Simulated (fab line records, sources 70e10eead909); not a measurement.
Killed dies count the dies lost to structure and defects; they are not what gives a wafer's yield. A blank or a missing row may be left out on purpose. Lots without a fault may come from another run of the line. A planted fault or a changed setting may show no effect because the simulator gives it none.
Matching of chambers ; flow nandHarc ; 4 sister chambers for NHARC_P_M1_ETCH_15 on rieDiel-05
The step etches the open film in C4F8/Ar, target depth 182.5 nm, time 91.2 s. 8 wafers are shown with their chamber, then 8 later ones without.

== WAFERS, EACH WITH ITS CHAMBER ==
wafer;chamber;rfVppV (V);runLengthS (s)
L528.6;3;442.4;112.6
L535.1;1;439.6;112.0
L535.3;2;444.2;112.7
L535.5;3;442.6;112.1
L536.4;1;440.2;112.3
L536.5;0;444.1;112.8
L536.6;2;442.2;112.5
L537.2;0;444.8;112.8

== WAFERS WITH NO CHAMBER GIVEN ==
wafer;rfVppV (V);runLengthS (s)
L537.5;443.0;112.9
L537.6;440.6;112.2
L547.2;440.4;112.0
L547.3;443.8;113.3
L547.4;441.0;113.1
L549.1;440.6;112.3
L549.2;440.3;112.1
L549.4;443.9;112.6

== CHAMBER TAKEN BY EACH ==
wafer;from the rows above;in truth
L537.5;can't be placed: 2 or 0 or 3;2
L537.6;can't be placed: 1 or 3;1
L547.2;1;1
L547.3;can't be placed: 0 or 2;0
L547.4;can't be placed: 2 or 3 or 1 or 0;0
L549.1;can't be placed: 1 or 3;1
L549.2;1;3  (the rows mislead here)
L549.4;can't be placed: 2 or 0 or 3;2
1 of 8 placed correctly. Cannot be placed on the basis of these rows: 6; the candidates contain the true chamber in 6. Wrongly placed: 1.
How it was worked out, from the rows above alone: a wafer's distance from a chamber is the root of the sum, over the readings, of the square of ((its reading less the chamber's mean) divided by the reading's scatter). The wafer belongs to the nearest chamber; if the next one is less than 2 further off, it can't be placed. For every chamber, the mean is computed from those of its wafers that are shown. The scatter is the square root of a quotient: the sum, over the shown wafers, of each reading's squared deviation from its chamber's mean, divided by wafers minus chambers.
